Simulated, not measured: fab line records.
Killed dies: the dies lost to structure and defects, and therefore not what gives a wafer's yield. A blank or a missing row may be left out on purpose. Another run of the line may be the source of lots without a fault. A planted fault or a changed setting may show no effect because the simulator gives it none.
A struck lot beside a sound one :: flow nand harc :: 15 out of 1159 route steps
Sound: the wafers L480.2, L480.3, L480.6. Wafers L479.2, L479.5, L479.6 were the ones struck. At the end, the cause is stated.
Per side, at each step with rows, come the tool, then ch with its chambers, and then its first start. Under that, the readings that differ: sound wafers :: struck wafers :: difference of the means :: sigmas: that difference in standard deviations of wafers without a fault.
alike: a reading whose means differ by less than 2 such deviations, as well as words and numbers matching on both sides. not compared: withheld readings; readings where some wafer has no value; bounds like >300 that might hide an equal value; numbers whose values overlap and for which the record gives no deviation.
The two part at a step that has a row with sigmas, a row that says differs or no value, or rows on one side only. Numbers that don't overlap but have no deviation are shown without sigmas and don't part them. Lack of a reading on every wafer of one side parts them only where that side has two or more wafers.

first, 2 steps without rows for these wafers: NHARC_A_CONTACT_PEB_67 (peb time 65 s); NHARC_A_CONTACT_DEVELOP_68 (develop time 35 s).
NHARC_A_CONTACT_CD_MEAS_69: the cd target is 200 nm.
  sound on cd sem-01 ch 0, day 17 19:32; struck on cd sem-01 ch 0, day 17 14:47
  alike: cd nm
NHARC_A_CONTACT_OVL_MEAS_70:
  sound: overlay-02 at day 17 19:37; struck: overlay-01 at day 17 14:53
  alike: overlay x nm, overlay y nm
NHARC_A_CONTACT_INSPECT_71:
  sound: defect inspect-02 at day 17 19:40; struck: defect inspect-01 at day 17 14:55
  alike: raw defect count
NHARC_A_CONTACT_DESCUM_74: chemistry O2, time 3 s.
  sound on rie diel-02 ch 0,1,2, day 17 19:45; struck on rie diel-04 ch 0,3, day 17 14:59
  alike: drypump motor current A, oes product au, rf vpp V, showerhead plenum p Torr, throttle valve pct
  not compared: rf hours counter h
NHARC_A_CONTACT_ETCH_75: etches the open film in CF4, target depth 39 nm, time 65 s.
  sound on rie diel-02 ch 0,1,2, day 17 19:49; struck on rie diel-04 ch 0,3, day 17 15:04
  alike: bias w, cf4 flow sccm, drypump motor current A, oes product au, rf vpp V, showerhead plenum p Torr, throttle valve pct
  not compared: rf hours counter h
then, 1 step without rows for these wafers: NHARC_A_CONTACT_ETCH_76 (etches the open film in N2/H2, target depth 260 nm, time 475.3 s).
NHARC_A_CONTACT_ETCH_77: etches the open film in CF4/CHF3, target depth 72.6 nm, time 36.3 s.
  sound: rie diel-02 ch 0,1,3; struck: rie diel-04 ch 1,2
  alike: bias w, cf4 flow sccm, drypump motor current A, oes product au, rf vpp V, showerhead plenum p Torr, throttle valve pct
  not compared: rf hours counter h
NHARC_A_CONTACT_ETCH_78: etches the open film in O2/COS, target depth 2800 nm, time 728 s.
  sound: rie diel-02 ch 1,3; struck: rie diel-04 ch 0,1,2
  alike: bias w, chamber pressure mTorr, drypump motor current A, oes product au, rf vpp V, showerhead plenum p Torr, throttle valve pct
  not compared: rf hours counter h
NHARC_A_CONTACT_ETCH_124: etches the open film in C4F8/O2/Ar, time 140 s, target depth 700 nm.
  sound on har cap etch-01 ch 1, day 17 20:50; struck on har cap etch-03 ch 0,1, day 17 16:06
  alike: chamber pressure mTorr, oes air line au
  not compared: rf hours counter h
then, 1 step without rows for these wafers: NHARC_A_CONTACT_ETCH_125 (etches the open film in C4F8/O2/Ar, time 155 s, target depth 956 nm).
NHARC_A_CONTACT_ETCH_126: etches the open film in C4F8/O2/Ar, time 155 s, target depth 956 nm.
  sound on har cap etch-01 ch 1, day 17 21:11; struck on har cap etch-03 ch 0,1, day 17 16:27
  no value came back on the struck wafers for chamber pressure mTorr (mTorr), oes air line au (a.u.); on the sound wafers chamber pressure mTorr (mTorr) reads 19.991 20.007 19.989
  not compared: rf hours counter h
then, 1 step without rows for these wafers: NHARC_A_CONTACT_ETCH_127 (etches the open film in C4F8/O2/Ar, time 155 s, target depth 956 nm).
-- break in the record here, with 3 days between the starts of the struck wafers on either side (left off in module A_CONTACT, picked up again in module END, where the first step shown is number 1159 on the route) --
NHARC_END_SORT_01:
  sound on prober-02 ch 0, day 20 13:37; struck on prober-01 ch 0, day 20 13:33
reading: killed at array
sound: 20 25 24
struck: 673 674 674
difference: +651
sigmas: +59

reading: killed dies
sound: 24 33 30
struck: 677 677 677
difference: +648
sigmas: +59
  alike: killed at other, killed at periphery, killed open, killed short

## WHERE THEY PART
Earliest at NHARC_A_CONTACT_ETCH_126; latest, in this record, at NHARC_END_SORT_01.

WHY: the cause the simulator had injected
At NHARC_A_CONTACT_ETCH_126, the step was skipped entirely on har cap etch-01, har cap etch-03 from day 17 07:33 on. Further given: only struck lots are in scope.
